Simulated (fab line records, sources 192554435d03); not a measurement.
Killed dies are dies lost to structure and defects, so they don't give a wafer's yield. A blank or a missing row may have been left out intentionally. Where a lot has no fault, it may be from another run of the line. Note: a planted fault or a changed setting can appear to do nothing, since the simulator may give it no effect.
Chamber matching | flow n5-finfet | rie-diel-04 running N5_BEOL_M9_VIA_ETCH_34: 4 sister chambers
The step etches SiCOH lowk in C4F6/O2, target depth 182.4 nm, time 68.4 s. 4 wafers are shown with their chamber, then 7 later ones without.

== WAFERS, EACH WITH ITS CHAMBER ==
wafer  | chamber | drypump-motor-current-A (A)
L085.1 | 1       | 6.2
L085.6 | 2       | 4.9
L088.2 | 3       | 5.0
L088.3 | 0       | 5.2

== WAFERS WHOSE CHAMBER IS MISSING ==
wafer  | drypump-motor-current-A (A)
L088.6 | 5.3
L093.1 | 6.2
L093.4 | 5.0
L093.5 | 4.9
L097.1 | 5.3
L097.2 | 6.2
L097.5 | 5.0

== EACH ONE'S CHAMBER ==
wafer  | from the rows above     | in truth
L088.6 | 0                       | 0
L093.1 | 1                       | 1
L093.4 | can't be placed: 3 or 2 | 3
L093.5 | can't be placed: 2 or 3 | 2
L097.1 | 0                       | 0
L097.2 | 1                       | 1
L097.5 | can't be placed: 3 or 2 | 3
4 of 7 placed correctly. Unplaceable from these rows: 3, with the true chamber sitting among the candidates in 3. Placed wrongly: 0.
How it was worked out, from the rows above alone: a wafer's distance from a chamber is the root of the sum, over the readings, of the square of ((its reading less the chamber's mean) divided by the reading's scatter). The wafer belongs to the nearest chamber; if the next one is less than 2 further off, it can't be placed. A chamber's mean is the mean of its shown wafers. The scatter: with one shown wafer a chamber, the root of the mean of the squares of how far each hidden wafer lies from its nearest shown one.
